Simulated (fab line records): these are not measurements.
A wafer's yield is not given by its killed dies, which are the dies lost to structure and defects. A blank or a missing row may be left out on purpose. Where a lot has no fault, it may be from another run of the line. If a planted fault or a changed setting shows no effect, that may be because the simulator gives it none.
Which tool is to blame? -- flow n5 finfet -- Sampling: 10 lots, 26 wafers, 6 of 1938 route steps

## WHAT THE GAUGES SHOWED, per wafer
N5_BEOL_M4_THK_MEAS_01.
lot,measured,on,M4_ILD_THK (nm)
L749,day 8 02:06,film metro-02,78.4 78.4 79.5
L750,day 8 19:21,film metro-02,75.8 78.4 77.5
L751,day 9 00:09,film metro-01,78.2 78.4 78.6
L753,day 9 08:28,film metro-02,76.1 77.7 78.8
L752,day 9 13:55,film metro-01,79.5 80.3
L758,day 10 08:44,film metro-02,77.0 77.6 77.5
L756,day 10 10:22,film metro-01,78.3 79.9 78.9
L765,day 12 09:59,film metro-01,68.6 78.5
L767,day 13 01:54,film metro-01,77.4 68.5
L769,day 13 20:44,film metro-01,78.2 80.4

N5_BEOL_M4_RC_MEAS_101.
lot,measured,on,DIBL_N (mV/V),DIBL_P (mV/V),IOFF_N (nA/um),IOFF_P (nA/um),ION_N (uA/um),ION_P (uA/um),SS_N (mV/dec),SS_P (mV/dec),VT_N (mV),VT_P (mV)
L749,day 8 10:41,prober-01,34.4 37.0 36.8,31.2 34.5 34.3,0.096 0.137 0.137,0.13 0.18 0.18,655 672 669,449 458 458,70.5 71.1 71.2,72.3 73.2 73.1,261 253 251,-260 -254 -255
L750,day 9 07:46,prober-01,33.9 34.9 34.1,34.8 35.9 35.4,0.122 0.143 0.125,0.16 0.17 0.16,670 674 665,457 452 459,70.9 70.7 71.5,72.9 73.0 72.6,250 251 251,-254 -252 -256
L751,day 9 10:22,prober-02,36.1 36.7 36.1,34.1 34.2 35.3,0.143 0.153 0.155,0.20 0.20 0.22,678 659 664,465 449 461,71.3 71.6 70.4,73.3 73.1 73.9,251 249 248,-249 -247 -247
L753,day 9 17:10,prober-02,37.0 37.5 35.0,36.6 37.7 33.7,0.143 0.146 0.112,0.19 0.19 0.14,670 665 661,459 453 450,71.6 71.9 71.4,73.8 74.1 72.9,252 254 256,-255 -255 -259
L752,day 10 03:01,prober-02,36.8 37.5,38.6 38.5,0.155 0.170,0.19 0.20,678 676,459 463,71.0 70.9,73.4 73.9,252 251,-252 -254
L758,day 10 20:46,prober-01,37.1 34.2 35.5,37.8 34.8 36.5,0.177 0.128 0.145,0.23 0.18 0.20,667 677 672,458 467 459,71.3 71.8 71.3,74.7 73.7 74.1,248 252 251,-248 -250 -253
L756,day 10 23:31,prober-01,37.8 37.7 37.9,35.5 35.1 34.9,0.148 0.151 0.149,0.21 0.21 0.20,669 666 662,458 459 451,71.3 72.1 72.2,73.0 72.7 73.3,250 253 255,-247 -249 -250
L765,day 12 21:50,prober-02,36.3 35.3,38.6 37.1,0.179 0.159,0.24 0.22,677 683,463 462,71.6 71.4,73.8 73.4,247 251,-249 -249
L767,day 13 12:31,prober-02,33.7 33.9,34.6 34.2,0.135 0.133,0.20 0.19,662 664,465 455,71.3 71.8,72.6 73.0,251 253,-249 -251
L769,day 14 09:00,prober-02,35.6 35.0,35.7 34.9,0.151 0.137,0.21 0.19,666 675,465 472,71.9 71.3,73.4 72.8,251 256,-251 -253

## TOOL THAT RAN EACH LOT (tool first, then ch and the chambers of the sampled wafers, then the start)
lot,N5_BEOL_M3_ANNEAL_91,N5_BEOL_M3_SPUTTER_92,N5_BEOL_M3_CMP_52,N5_BEOL_M4_ILD_DEP_00
L749,"pvd sputter-01, day 8 00:20","pvd sputter-01, day 8 00:29","cmp-01 ch 2,3, day 8 01:27","pecvd-01 ch 1,2, day 8 02:02"
L750,"pvd sputter-01, day 8 17:34","pvd sputter-01, day 8 17:43","cmp-03 ch 0,3, day 8 18:39","pecvd-01 ch 0,1, day 8 19:17"
L751,"pvd sputter-02, day 8 22:22","pvd sputter-02, day 8 22:30","cmp-03 ch 2,3, day 8 23:29","pecvd-01 ch 0, day 9 00:04"
L753,"pvd sputter-03, day 9 06:41","pvd sputter-03, day 9 06:50","cmp-01 ch 1,2,3, day 9 07:51","pecvd-03 ch 0,1,2, day 9 08:24"
L752,"pvd sputter-02, day 9 12:08","pvd sputter-02, day 9 12:14","cmp-04 ch 0,1, day 9 13:23","pecvd-01 ch 1,2, day 9 13:52"
L758,"pvd sputter-01, day 10 06:53","pvd sputter-01, day 10 07:02","cmp-03 ch 0,2,3, day 10 08:05","pecvd-03 ch 0,2, day 10 08:40"
L756,"pvd sputter-02, day 10 08:36","pvd sputter-02, day 10 08:44","cmp-01 ch 1,2,3, day 10 09:43","pecvd-03 ch 1,2, day 10 10:17"
L765,"pvd sputter-01, day 12 08:14","pvd sputter-01, day 12 08:22","cmp-04 ch 0,1, day 12 09:23","pecvd-03 ch 0,1, day 12 09:55"
L767,"pvd sputter-02, day 13 00:08","pvd sputter-02, day 13 00:16","cmp-03 ch 0,1, day 13 01:15","pecvd-03 ch 0,1, day 13 01:50"
L769,"pvd sputter-02, day 13 17:20","pvd sputter-02, day 13 17:29","cmp-04 ch 1,3, day 13 19:53","pecvd-01 ch 1, day 13 20:40"
- N5_BEOL_M3_ANNEAL_91: time 240 s.
- N5_BEOL_M3_SPUTTER_92: material Cu, target thk 4.5 nm, time 8.29 s.
- N5_BEOL_M3_CMP_52: polishes, stops on SiOC, t overpolish 6.8 s, target thk 40 nm.
- N5_BEOL_M4_ILD_DEP_00: deposits SiOC from DEMS/O2, target thk 79 nm, time 15.3 s.

## WHAT THE TOOLS THEMSELVES READ (means of the sampled wafers that have a number; where no wafer has one, the mark that the record gives instead)
N5_BEOL_M3_ANNEAL_91.
lot,tool,heater power w (W),susceptor temp C (C),susceptor_temp_C_max
L749,pvd sputter-01,734,399.91,401.1
L750,pvd sputter-01,752,399.92,401.1
L751,pvd sputter-02,892,400.01,401.0
L753,pvd sputter-03,953,400.21,401.1
L752,pvd sputter-02,908,400.07,401.4
L758,pvd sputter-01,727,400.12,401.2
L756,pvd sputter-02,835,399.76,400.7
L765,pvd sputter-01,768,400.06,401.1
L767,pvd sputter-02,930,399.99,400.9
L769,pvd sputter-02,788,399.94,401.0

N5_BEOL_M3_SPUTTER_92.
lot,tool,chamber pressure pa (Pa),chuck sensor temp C (C),substrate temp c (C),susceptor temp C (C),throttle valve pct (%)
L749,pvd sputter-01,0.07007,-15.4,-20.05,-20.13,29.3
L750,pvd sputter-01,0.06996,-16.1,-19.88,-20.06,30.9
L751,pvd sputter-02,0.07009,-16.4,-20.00,-19.97,30.3
L753,pvd sputter-03,0.07002,-15.4,-19.98,-20.07,30.3
L752,pvd sputter-02,0.07003,-16.6,-20.18,-20.02,30.1
L758,pvd sputter-01,0.06996,-16.0,-19.86,-19.94,30.4
L756,pvd sputter-02,0.06998,-16.5,-20.03,-20.00,30.7
L765,pvd sputter-01,0.07013,-15.9,-19.84,-20.12,30.9
L767,pvd sputter-02,0.07004,-16.4,-20.00,-20.01,30.3
L769,pvd sputter-02,0.07007,-16.7,-19.99,-20.07,31.0

N5_BEOL_M3_CMP_52.
lot,tool,barrier field endpoint s (s),motor current A (A),overpolish run s (s),slurry flow ml min,time to endpoint s (s)
L749,cmp-01,23.6,5.8,6.801,150.7,57
L750,cmp-03,25.8,5.3,6.807,149.9,66
L751,cmp-03,25.8,5.9,6.803,149.4,64
L753,cmp-01,23.9,5.5,6.802,149.8,59
L752,cmp-04,25.1,5.8,6.810,150.1,62
L758,cmp-03,25.0,5.6,6.805,150.0,63
L756,cmp-01,24.1,5.8,6.792,150.2,62
L765,cmp-04,24.0,6.0,6.796,149.9,55
L767,cmp-03,24.0,5.8,6.804,149.4,56
L769,cmp-04,24.9,6.0,6.785,150.4,59

N5_BEOL_M4_ILD_DEP_00.
lot,tool,heater power outer w (W),heater power w (W),rf fwd power W (W),showerhead plenum p Torr (Torr),susceptor temp C (C),throttle valve pct (%)
L749,pecvd-01,239,433,494.2,5.696,349.95,13.4
L750,pecvd-01,270,470,493.6,5.712,349.76,12.2
L751,pecvd-01,304,516,493.9,5.714,350.01,11.5
L753,pecvd-03,241,465,494.0,5.701,349.80,11.7
L752,pecvd-01,248,450,493.6,5.697,349.96,13.3
L758,pecvd-03,258,487,493.5,5.693,349.86,11.7
L756,pecvd-03,275,522,494.4,5.699,349.85,11.4
L765,pecvd-03,278,506,492.9,5.704,349.98,11.8
L767,pecvd-03,301,530,495.7,5.700,350.03,11.9
L769,pecvd-01,262,468,495.7,5.708,350.21,13.2

## THE ANSWER, worked out from the rows above alone
Rule: usual is defined by the lots themselves. Put in order of their means at a reading, lots are off if they are a third of the lots or fewer, leave a main group of 4 or more, and stand apart from it by a gap of 3 or more times the standard deviation of the main group's means; of several such gaps the widest counts. If all means in a main group match to the digits the tables above print for the reading, that group is not used. Also off: a lot with no number at a reading for which 4 or more lots have one. All remaining lots with rows at the step are treated as sound. The gauges are gone through in route order, then the tools' own readings, and for those a lot's mean is taken as printed above. The first step at which some lot is off is used, and at that step the reading that is off furthest; a lot without a number counts as furthest.
Off: L765, L767, seen at N5_BEOL_M4_THK_MEAS_01 (M4_ILD_THK). Mean 78.4 nm and standard deviation 0.92 in the main group.
A tool fits if, at a process step before that reading, it ran every lot that is off, and no sound lot after the first of them. The gauges at N5_BEOL_M4_THK_MEAS_01 are tried like those tools. One candidate fits, namely pecvd-03 at N5_BEOL_M4_ILD_DEP_00. Its last sound lot is L756 (day 10 10:17), its first lot that is off L765 (day 12 09:55): a fault that began between those two fits.

## WHAT THE SIMULATOR PUT IN
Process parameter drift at N5_BEOL_M4_ILD_DEP_00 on pecvd-03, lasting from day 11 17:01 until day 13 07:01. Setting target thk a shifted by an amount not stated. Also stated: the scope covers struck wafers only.
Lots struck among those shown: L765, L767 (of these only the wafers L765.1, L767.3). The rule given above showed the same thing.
